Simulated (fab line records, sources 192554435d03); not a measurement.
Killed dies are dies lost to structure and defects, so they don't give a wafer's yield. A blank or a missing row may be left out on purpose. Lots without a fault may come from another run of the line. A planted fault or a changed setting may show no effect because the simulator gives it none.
Chamber matching | flow n5_finfet | N5_BEOL_M9_VIA_ETCH_34 on rie_diel-05: 4 sister chambers
The step etches SiCOH lowk in C4F6/O2, target depth 182.4 nm, time 68.4 s. 16 wafers are shown with their chamber, then 8 later ones without.

WAFERS WITH THEIR CHAMBER
wafer  | chamber | showerhead_plenum_p_Torr (Torr) | throttle_valve_pct (%) | oes_product_au (a.u.)
L078.1 | 2       | 2.76                            | 20.50                  | 0.89
L078.2 | 1       | 2.78                            | 20.80                  | 0.67
L078.6 | 1       | 2.78                            | 20.79                  | 0.67
L080.1 | 1       | 2.77                            | 20.79                  | 0.67
L080.2 | 3       | 2.76                            | 20.72                  | 0.96
L080.6 | 1       | 2.77                            | 20.80                  | 0.67
L083.1 | 0       | 2.96                            | 21.44                  | 0.70
L083.2 | 2       | 2.76                            | 20.52                  | 0.89
L083.3 | 3       | 2.76                            | 20.73                  | 0.96
L082.2 | 3       | 2.76                            | 20.71                  | 0.96
L082.5 | 3       | 2.76                            | 20.72                  | 0.96
L082.6 | 2       | 2.76                            | 20.53                  | 0.88
L084.1 | 1       | 2.77                            | 20.79                  | 0.66
L084.3 | 0       | 2.96                            | 21.44                  | 0.70
L084.6 | 0       | 2.96                            | 21.46                  | 0.69
L086.4 | 2       | 2.76                            | 20.53                  | 0.87

SIGNATURES (means of the wafers above)
reading                  | chamber 0 | chamber 1 | chamber 2 | chamber 3 | scatter within a chamber
showerhead_plenum_p_Torr | 2.9600    | 2.7740    | 2.7600    | 2.7600    | 0.00316
throttle_valve_pct       | 21.4467   | 20.7940   | 20.5200   | 20.7200   | 0.00994
oes_product_au           | 0.6967    | 0.6680    | 0.8825    | 0.9600    | 0.00593
Rule: a wafer's distance from a chamber is the root of the sum, over the readings, of the square of ((its reading less the chamber's mean) divided by the reading's scatter). The wafer belongs to the nearest chamber; if the next one is less than 2 further off, it can't be placed. The scatter: the root of (the sum of the squares of (reading less its chamber's mean) over the shown wafers, divided by (wafers less chambers)).

WAFERS WITHOUT THEIR CHAMBER
wafer  | showerhead_plenum_p_Torr (Torr) | throttle_valve_pct (%) | oes_product_au (a.u.)
L086.5 | 2.76                            | 20.54                  | 0.87
L086.6 | 2.77                            | 20.81                  | 0.66
L091.1 | 2.96                            | 21.47                  | 0.68
L091.3 | 2.75                            | 20.75                  | 0.90
L091.4 | 2.75                            | 20.76                  | 0.91
L096.4 | 2.95                            | 21.04                  | 1.04
L096.5 | 2.95                            | 21.04                  | 1.04
L096.6 | 2.76                            | 20.57                  | 0.92

WHICH CHAMBER EACH WENT THROUGH
wafer  | from the rows above     | in truth
L086.5 | 2                       | 2
L086.6 | 1                       | 1
L091.1 | 0                       | 0
L091.3 | 3                       | 3
L091.4 | 3                       | 3
L096.4 | can't be placed: 3 or 0 | 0
L096.5 | can't be placed: 3 or 0 | 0
L096.6 | 2                       | 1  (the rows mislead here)
Placed correctly: 5 of 8. Can't be placed from these rows: 2 (the true chamber is among the candidates in 2). Placed wrongly: 1.
